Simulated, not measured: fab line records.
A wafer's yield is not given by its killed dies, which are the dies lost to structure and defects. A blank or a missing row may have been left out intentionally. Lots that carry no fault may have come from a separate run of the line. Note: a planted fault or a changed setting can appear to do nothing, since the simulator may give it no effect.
Chamber matching -- flow n5-finfet -- N5_BEOL_M0_SAQP_ETCH_73 on rie-diel-06 has 4 sister chambers
The step etches SiARC in CF4, target depth 19.5 nm, time 32.5 s. 4 wafers are shown with their chamber, then 8 later ones without.

WAFERS PAIRED WITH THEIR CHAMBERS
wafer,chamber,showerhead-plenum-p-Torr (Torr)
L082.4,3,2.09
L085.2,1,2.22
L085.4,0,2.20
L088.1,2,2.03

WAFERS WITHOUT THEIR CHAMBER
wafer,showerhead-plenum-p-Torr (Torr)
L088.2,2.09
L088.5,2.03
L089.1,2.03
L089.4,2.22
L089.5,2.03
L090.2,2.21
L090.3,2.08
L090.5,2.08

EACH ONE'S CHAMBER
wafer,from the rows above,in truth
L088.2,3,3
L088.5,2,2
L089.1,2,2
L089.4,1,1
L089.5,2,2
L090.2,can't be placed: 0 or 1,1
L090.3,3,3
L090.5,3,3
Correctly placed: 7 of 8. These rows do not allow placing 1 (true chamber among the candidates in 1). Wrongly placed: 0.
How it was worked out, from the rows above alone: a wafer's distance from a chamber is the root of the sum, over the readings, of the square of ((its reading less the chamber's mean) divided by the reading's scatter). The wafer belongs to the nearest chamber; if the next one is less than 2 further off, it can't be placed. For every chamber, the mean is computed from those of its wafers that are shown. The scatter: root of mean squared gap, hidden wafer to nearest shown wafer, with one shown wafer a chamber.
